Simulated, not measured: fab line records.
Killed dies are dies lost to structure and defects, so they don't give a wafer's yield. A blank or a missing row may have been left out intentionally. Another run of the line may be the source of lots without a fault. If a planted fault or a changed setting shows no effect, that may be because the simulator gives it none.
Which tool was responsible? / flow n5-finfet / 18 wafers from 6 lots sampled at 4 of the route's 1938 steps

## WHAT EACH GAUGE READ, for each wafer
N5_MOL_CONTACT_COAG_THK_MEAS_53.
lot=L494; measured=day 5 15:42; on=film-metro-01; VIA_MOL_THK (nm)=43.7 44.2 43.9
lot=L497; measured=day 6 08:10; on=film-metro-02; VIA_MOL_THK (nm)=47.5 44.7 44.6
lot=L500; measured=day 6 21:58; on=film-metro-02; VIA_MOL_THK (nm)=43.2 47.9 44.4
lot=L509; measured=day 9 06:07; on=film-metro-02; VIA_MOL_THK (nm)=43.8 43.5 44.2
lot=L511; measured=day 9 18:48; on=film-metro-02; VIA_MOL_THK (nm)=43.6 43.6 44.4
lot=L514; measured=day 10 11:19; on=film-metro-02; VIA_MOL_THK (nm)=44.0 43.4 44.2

## WHAT TOOL EACH LOT RAN ON (gives the tool, then ch and the chambers of the sampled wafers, and finally the start)
lot=L494; N5_MOL_CONTACT_COAG_ANNEAL_113=rtp-anneal-02 ch 0, day 5 06:31; N5_MOL_CONTACT_COAG_ALD_27=ald-sin-01 ch 0,1,3, day 5 09:40; N5_MOL_CONTACT_COAG_PECVD_31=pecvd-01 ch 0,1,2, day 5 12:04
lot=L497; N5_MOL_CONTACT_COAG_ANNEAL_113=rtp-anneal-01 ch 0, day 5 22:13; N5_MOL_CONTACT_COAG_ALD_27=ald-sin-01 ch 0,2, day 6 02:22; N5_MOL_CONTACT_COAG_PECVD_31=pecvd-01 ch 0,1,2, day 6 04:46
lot=L500; N5_MOL_CONTACT_COAG_ANNEAL_113=rtp-anneal-01 ch 0, day 6 12:06; N5_MOL_CONTACT_COAG_ALD_27=ald-sin-04 ch 0,2,3, day 6 14:21; N5_MOL_CONTACT_COAG_PECVD_31=pecvd-01 ch 0,1,2, day 6 16:57
lot=L509; N5_MOL_CONTACT_COAG_ANNEAL_113=rtp-anneal-02 ch 0, day 8 18:52; N5_MOL_CONTACT_COAG_ALD_27=ald-sin-03 ch 1,2, day 8 22:50; N5_MOL_CONTACT_COAG_PECVD_31=pecvd-04 ch 0,2, day 9 01:19
lot=L511; N5_MOL_CONTACT_COAG_ANNEAL_113=rtp-anneal-01 ch 0, day 9 09:26; N5_MOL_CONTACT_COAG_ALD_27=ald-sin-01 ch 2,3, day 9 11:49; N5_MOL_CONTACT_COAG_PECVD_31=pecvd-02 ch 0,2, day 9 14:40
lot=L514; N5_MOL_CONTACT_COAG_ANNEAL_113=rtp-anneal-01 ch 0, day 9 22:57; N5_MOL_CONTACT_COAG_ALD_27=ald-sin-03 ch 0,1,2, day 10 02:09; N5_MOL_CONTACT_COAG_PECVD_31=pecvd-02 ch 0,2, day 10 05:19
- N5_MOL_CONTACT_COAG_ANNEAL_113: time 300 s.
- N5_MOL_CONTACT_COAG_ALD_27: deposits SiOC, target thk 17 nm, pulse time 1.5 s, time 2720 s.
- N5_MOL_CONTACT_COAG_PECVD_31: deposits SiO2 from TEOS/O2, target thk 46 nm, time 8.9 s.

## THE ANSWER, worked out from the rows above alone
Rule: usual is defined by the lots themselves. The widest of any qualifying gaps counts: lots, ordered by their means at a reading, are off when they make up no more than a third of the lots, leave a main group of 4 or more, and stand apart from it by 3 or more times the standard deviation of that group's means. The tables above print the reading to a certain number of digits; a main group whose means all agree to those digits is not used. A lot without any number at a reading at which 4 lots or more have one is off too. The other lots that the step has rows for count as sound.
Off: at N5_MOL_CONTACT_COAG_THK_MEAS_53 (VIA_MOL_THK), L497, L500. For the main group the mean is 43.9 nm and the standard deviation 0.036.
If a tool, at a process step before that reading, ran all the lots that are off and no sound lot after the first of them, it fits. Gauges at N5_MOL_CONTACT_COAG_THK_MEAS_53: tried the same way as those tools. One fits: pecvd-01 at N5_MOL_CONTACT_COAG_PECVD_31. Its last sound lot is L494 (day 5 12:04), its first lot that is off L497 (day 6 04:46): a fault that began between those two fits.

## WHAT THE SIMULATOR PUT IN
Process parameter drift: pecvd-01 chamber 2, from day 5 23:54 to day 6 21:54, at N5_MOL_CONTACT_COAG_PECVD_31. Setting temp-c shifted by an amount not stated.
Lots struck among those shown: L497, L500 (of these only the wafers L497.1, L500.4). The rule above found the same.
